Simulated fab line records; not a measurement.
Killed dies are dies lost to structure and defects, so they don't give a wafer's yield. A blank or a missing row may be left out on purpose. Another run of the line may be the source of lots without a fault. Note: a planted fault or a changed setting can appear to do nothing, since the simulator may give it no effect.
Which tool was responsible?    flow nand_harc    Sampling: 12 lots, 36 wafers, 6 of 1302 route steps

== WHAT THE GAUGES SHOWED, per wafer ==
NHARC_A_ONON_D1_THK_MEAS_30: measures by ellipsometry.
lot   measured      on             thk_nm (nm)
L214  day 8 12:26   film_metro-01  1005 1003 1002
L213  day 8 12:27   film_metro-02  1000 1000 999
L215  day 9 00:32   film_metro-02  1014 1013 1012
L216  day 10 01:36  film_metro-01  1006 1006 1005
L218  day 10 14:31  film_metro-01  1012 1013 1013
L222  day 12 07:56  film_metro-01  995 994 995
L225  day 12 23:56  film_metro-02  1007 1009 1009
L229  day 14 16:16  film_metro-02  1566 1564 1566
L230  day 15 17:16  film_metro-02  1557 1555 1557
L233  day 16 22:17  film_metro-01  994 993 990
L235  day 17 11:26  film_metro-01  1011 1011 1011
L236  day 17 15:48  film_metro-02  1006 1007 1008

NHARC_A_CHANNEL_HOLE_D1_INSPECT_12.
lot   measured      on                 raw_defect_count
L214  day 8 19:13   defect_inspect-02  3 3 0
L213  day 8 19:31   defect_inspect-02  4 0 4
L215  day 9 07:02   defect_inspect-01  6 8 5
L216  day 10 05:25  defect_inspect-02  10 8 9
L218  day 10 18:17  defect_inspect-02  6 5 9
L222  day 12 11:14  defect_inspect-01  8 4 4
L225  day 13 05:29  defect_inspect-02  5 0 5
L233  day 17 07:31  defect_inspect-02  4 3 6
L235  day 17 16:37  defect_inspect-02  2 4 6
L236  day 17 21:09  defect_inspect-02  9 4 1

NHARC_END_SORT_01.
lot   measured      on         killed_at_array  killed_at_other  killed_at_periphery  killed_dies  killed_open  killed_short
L229  day 30 09:40  prober-02  674 670 671      0 1 1            3 6 5                677 677 677  3 3 2        0 1 2
L230  day 32 20:26  prober-01  669 676 669      3 1 0            5 0 8                677 677 677  4 4 0        4 1 1

== TOOL THAT RAN EACH LOT (tool first, then ch and the chambers of the sampled wafers, then the start) ==
lot   NHARC_A_ONON_D1_DEP_28            NHARC_A_CHANNEL_HOLE_D1_ETCH_39                NHARC_A_CHANNEL_HOLE_D1_ETCH_19
L214  pecvd_onon-03 ch 0, day 8 11:59   rie_diel-07 ch 0,2, day 8 20:40 or earlier     har_etch-02 ch 0, day 8 20:40
L213  pecvd_onon-02 ch 0, day 8 12:00   rie_diel-09 ch 0,1,3, day 8 23:01 or earlier   har_etch-01 ch 0,1, day 8 23:01
L215  pecvd_onon-03 ch 0, day 9 00:02   rie_diel-12 ch 0,1,3, day 9 08:17 or earlier   har_etch-01 ch 0,1, day 9 08:17
L216  pecvd_onon-03 ch 0, day 10 01:05  rie_diel-07 ch 0,1,2, day 10 07:15 or earlier  har_etch-02 ch 0,1, day 10 07:15
L218  pecvd_onon-04 ch 0, day 10 14:04  rie_diel-12 ch 0,1, day 10 19:32 or earlier    har_etch-01 ch 0,1, day 10 19:32
L222  pecvd_onon-02 ch 0, day 12 07:25  rie_diel-07 ch 0,1,3, day 12 12:29 or earlier  har_etch-02 ch 1, day 12 12:29
L225  pecvd_onon-02 ch 0, day 12 23:25  rie_diel-12 ch 0,1,2, day 13 08:53 or earlier  har_etch-02 ch 0,1, day 13 08:53
L229  pecvd_onon-04 ch 0, day 14 15:45  -                                              -
L230  pecvd_onon-04 ch 0, day 15 16:46  -                                              -
L233  pecvd_onon-03 ch 0, day 16 21:47  rie_diel-12 ch 0,2,3, day 17 13:48 or earlier  har_etch-02 ch 0,1, day 17 13:48
L235  pecvd_onon-02 ch 0, day 17 10:55  rie_diel-07 ch 0,1,3, day 17 22:06 or earlier  har_etch-02 ch 0,1, day 17 22:06
L236  pecvd_onon-03 ch 0, day 17 15:17  rie_diel-07 ch 0,1, day 18 02:16 or earlier    har_etch-02 ch 0,1, day 18 02:16
- NHARC_A_ONON_D1_DEP_28: target thk 1000 nm.
- NHARC_A_CHANNEL_HOLE_D1_ETCH_39: etches the open film in N2/H2, target depth 260 nm, time 325 s.
- NHARC_A_CHANNEL_HOLE_D1_ETCH_19: etches the open film in C4F8/O2/Ar, time 34.5 s.

== WHAT THE TOOLS THEMSELVES READ (means of the sampled wafers that have a number; where no wafer has one, the mark that the record gives instead) ==
NHARC_A_CHANNEL_HOLE_D1_ETCH_39.
lot   tool         chamber_pressure_mTorr (mTorr)  drypump_motor_current_A (A)  oes_product_au (a.u.)  rf_vpp_V (V)  showerhead_plenum_p_Torr (Torr)  throttle_valve_pct (%)
L214  rie_diel-07  30.013                          6.2                          0.999                  431.4         2.08                             14.178
L213  rie_diel-09  30.006                          5.8                          1.008                  432.9         2.12                             14.173
L215  rie_diel-12  29.997                          6.1                          0.995                  429.8         1.99                             14.169
L216  rie_diel-07  30.012                          5.8                          1.001                  431.6         2.08                             14.179
L218  rie_diel-12  30.005                          6.5                          1.008                  426.9         1.96                             14.176
L222  rie_diel-07  30.019                          5.6                          0.990                  431.4         2.08                             14.166
L225  rie_diel-12  29.990                          6.3                          1.014                  428.8         1.98                             14.169
L233  rie_diel-12  29.997                          6.0                          1.008                  428.2         1.97                             14.175
L235  rie_diel-07  29.995                          5.6                          1.013                  432.2         2.08                             14.161
L236  rie_diel-07  29.986                          5.5                          1.017                  431.7         2.09                             14.166

NHARC_A_CHANNEL_HOLE_D1_ETCH_19.
lot   tool         chamber_pressure_mTorr (mTorr)  drypump_motor_current_A (A)  he_backside_leak_sccm (sccm)  o2_flow_sccm (sccm)  showerhead_plenum_p_Torr (Torr)  throttle_valve_pct (%)
L214  har_etch-02  15.015                          6.4                          5.7                           96.1                 3.809                            37.038
L213  har_etch-01  14.997                          5.6                          6.1                           95.9                 3.779                            37.036
L215  har_etch-01  15.005                          5.7                          5.4                           95.9                 3.776                            37.040
L216  har_etch-02  14.995                          5.9                          5.7                           96.3                 3.785                            37.035
L218  har_etch-01  15.003                          5.7                          5.5                           96.3                 3.765                            37.031
L222  har_etch-02  15.008                          4.8                          6.2                           96.2                 3.746                            37.031
L225  har_etch-02  15.007                          5.3                          6.2                           96.7                 3.750                            37.038
L233  har_etch-02  15.000                          5.9                          5.0                           96.4                 3.737                            37.037
L235  har_etch-02  14.999                          5.9                          5.1                           96.0                 3.733                            37.028
L236  har_etch-02  14.993                          5.9                          5.1                           96.3                 3.730                            37.040

== THE ANSWER, worked out from the rows above alone ==
Rule: usual is defined by the lots themselves. Put in order of their means at a reading, lots are off if they are a third of the lots or fewer, leave a main group of 4 or more, and stand apart from it by a gap of 3 or more times the standard deviation of the main group's means; of several such gaps the widest counts. Not used: any main group whose means are identical at the precision the tables above print for the reading. Also off: a lot with no number at a reading for which 4 or more lots have one. The other lots that the step has rows for count as sound. First the gauges in route order, then the tools' own readings, where a lot's mean is used as printed above. The first step at which some lot is off is used, and at that step the reading that is off furthest; a lot without a number counts as furthest.
Off at NHARC_A_ONON_D1_THK_MEAS_30 (thk_nm): L229, L230. The main group: mean 1005 nm, standard deviation 6.9.
If a tool, at a process step before that reading, ran all the lots that are off and no sound lot after the first of them, it fits. Gauges at NHARC_A_ONON_D1_THK_MEAS_30: tried the same way as those tools. One fits: NHARC_A_ONON_D1_DEP_28 on pecvd_onon-04. Its last sound lot is L218 (day 10 14:04), its first lot that is off L229 (day 14 15:45): a fault that began between those two fits.

== WHAT THE SIMULATOR HAD INSERTED ==
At NHARC_A_ONON_D1_DEP_28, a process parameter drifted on pecvd_onon-04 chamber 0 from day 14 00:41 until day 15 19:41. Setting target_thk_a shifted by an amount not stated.
Struck lots among those shown: L229, L230. This agrees with what the rule above found.
